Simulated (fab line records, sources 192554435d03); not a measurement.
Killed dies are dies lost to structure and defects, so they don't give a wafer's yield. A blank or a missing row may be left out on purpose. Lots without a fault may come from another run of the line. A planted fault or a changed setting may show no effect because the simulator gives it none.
Split-lot experiment | flow n5_finfet | 7 lots, 39 wafers read, on a route of 1938 steps

THE SPLIT
At N5_BEOL_M14_SPUTTER_43 (material TaN, target thk 15 nm, time 24.19 s), the setting time_s was moved away from the recipe's 24.19 s on 12 of the 39 wafers read, by -24.0% to +30.6%. The other wafers ran this setting at the recipe's value.

FROM THE SPLIT TO THE READING: what the file shows between them, 4 steps
- N5_BEOL_M14_SPUTTER_44: material Ta, target thk 15 nm, time 24.19 s
- N5_BEOL_M14_SPUTTER_45: material Cu, target thk 100 nm, time 16.67 s
- N5_BEOL_M14_ECD_47: material Cu, target thk 1248 nm
- N5_BEOL_M14_ANNEAL_48: time 90 s

THE READING
barrier_field_endpoint_s, in s, at N5_BEOL_M14_CMP_49 (polishes, stops on SiO2, t overpolish 5.2 s, target thk 560 nm). Fault-free wafers of this fab line usually give 11.35 s, standard deviation 0.25 s.

wafer  | tool, chamber at the split | time_s as run, s | against the recipe | barrier_field_endpoint_s, s | against lot-mates on the recipe
L074.3 | pvd_sputter-02, -          | 24.19            | recipe             | 11.44                       | -
L074.4 | pvd_sputter-02, -          | 18.39            | -24.0%             | 9.76                        | -1.49
L074.1 | pvd_sputter-02, -          | 24.19            | recipe             | 11.12                       | -
L074.2 | pvd_sputter-02, -          | 18.39            | -24.0%             | 9.64                        | -1.61
L074.6 | pvd_sputter-02, -          | 24.19            | recipe             | 11.20                       | -
L074.5 | pvd_sputter-02, -          | 18.39            | -24.0%             | 9.82                        | -1.43
L075.2 | pvd_sputter-01, -          | 24.19            | recipe             | 11.01                       | -
L075.5 | pvd_sputter-01, -          | 24.19            | recipe             | 11.06                       | -
L075.6 | pvd_sputter-01, -          | 24.19            | recipe             | 11.26                       | -
L079.3 | pvd_sputter-01, -          | 24.19            | recipe             | 11.27                       | -
L079.1 | pvd_sputter-01, -          | 24.19            | recipe             | 11.37                       | -
L079.2 | pvd_sputter-01, -          | 24.19            | recipe             | 11.24                       | -
L079.4 | pvd_sputter-01, -          | 24.19            | recipe             | 11.65                       | -
L079.6 | pvd_sputter-01, -          | 24.19            | recipe             | 11.24                       | -
L079.5 | pvd_sputter-01, -          | 24.19            | recipe             | 11.30                       | -
L082.1 | pvd_sputter-03, -          | 24.19            | recipe             | 11.04                       | -
L082.4 | pvd_sputter-03, -          | 24.19            | recipe             | 11.10                       | -
L082.3 | pvd_sputter-03, -          | 24.19            | recipe             | 10.93                       | -
L082.2 | pvd_sputter-03, -          | 24.19            | recipe             | 11.50                       | -
L082.5 | pvd_sputter-03, -          | 24.19            | recipe             | 11.22                       | -
L082.6 | pvd_sputter-03, -          | 24.19            | recipe             | 11.07                       | -
L087.4 | pvd_sputter-01, -          | 24.19            | recipe             | 11.83                       | -
L087.2 | pvd_sputter-01, -          | 24.19            | recipe             | 11.75                       | -
L087.3 | pvd_sputter-01, -          | 24.19            | recipe             | 11.58                       | -
L087.1 | pvd_sputter-01, -          | 28.17            | +16.5%             | 12.68                       | +0.96
L087.6 | pvd_sputter-01, -          | 28.17            | +16.5%             | 12.37                       | +0.65
L087.5 | pvd_sputter-01, -          | 28.17            | +16.5%             | 12.72                       | +1.00
L095.2 | pvd_sputter-03, -          | 31.6             | +30.6%             | 13.11                       | +1.71
L095.4 | pvd_sputter-03, -          | 31.6             | +30.6%             | 12.82                       | +1.42
L095.1 | pvd_sputter-03, -          | 24.19            | recipe             | 11.61                       | -
L095.3 | pvd_sputter-03, -          | 24.19            | recipe             | 11.32                       | -
L095.5 | pvd_sputter-03, -          | 24.19            | recipe             | 11.27                       | -
L095.6 | pvd_sputter-03, -          | 31.6             | +30.6%             | 12.94                       | +1.54
L097.4 | pvd_sputter-01, -          | 24.19            | recipe             | 10.92                       | -
L097.1 | pvd_sputter-01, -          | 18.55            | -23.3%             | 9.82                        | -1.37
L097.2 | pvd_sputter-01, -          | 18.55            | -23.3%             | 9.74                        | -1.45
L097.3 | pvd_sputter-01, -          | 24.19            | recipe             | 11.35                       | -
L097.5 | pvd_sputter-01, -          | 24.19            | recipe             | 11.30                       | -
L097.6 | pvd_sputter-01, -          | 18.55            | -23.3%             | 9.55                        | -1.64

THE FIT
A straight line over all 39 wafers: barrier_field_endpoint_s changes by +0.063 s for each +1% of time_s; r = +0.96; the points scatter about the line by 0.24 s.
The same after taking each lot's own level away (the mean of its wafers on the recipe; 39 wafers): +0.0571 s for each +1%; r = +0.98; scatter 0.16 s.
On that fit, the largest move of time_s shifts the reading by 1.7 s.
The lots' own levels span 11.110 to 11.720 s, that is 2.4 times the standard deviation above.
So the lot-to-lot level changes the slope: the two fits differ.
Check: with one of the wafers moved furthest among these (+30.6%) left out of the fit, the line predicts +1.71 s for it against its lot-mates. It came out at +1.71 s against them.

OTHER SPLITS ON THESE WAFERS
These wafers also went through other splits before the reading. Each is held against what the fit with the lots' levels taken away leaves over:
other split on the same wafers    | wafers away from the commonest value | r with barrier_field_endpoint_s (lot level and that fit taken away)
N5_BEOL_M11_TRENCH_ETCH_37 time_s | 15                                   | -0.22
N5_BEOL_M13_SPUTTER_43 time_s     | 15                                   | -0.11

THE WHOLE CHAIN: every reading that the file lists as answering this split, in the file's order
step                   | what it does                                                   | reading                                                                            | change (the file's fit)               | r (the file's)
N5_BEOL_M14_SPUTTER_43 | material TaN, target thk 15 nm, time 24.19 s                   | TaN_of_BEOL_M14_SPUTTER_43.thk_nm (the simulator's own value, which no gauge read) | +0.153 nm for each +1% of the setting | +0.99
N5_BEOL_M14_CMP_49     | polishes, stops on SiO2, t overpolish 5.2 s, target thk 560 nm | barrier_field_endpoint_s                                                           | +0.0571 s for each +1% of the setting | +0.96

THE FILE'S OWN FIT
barrier_field_endpoint_s changes by +0.0571 s for each +1% of time_s, r = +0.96.
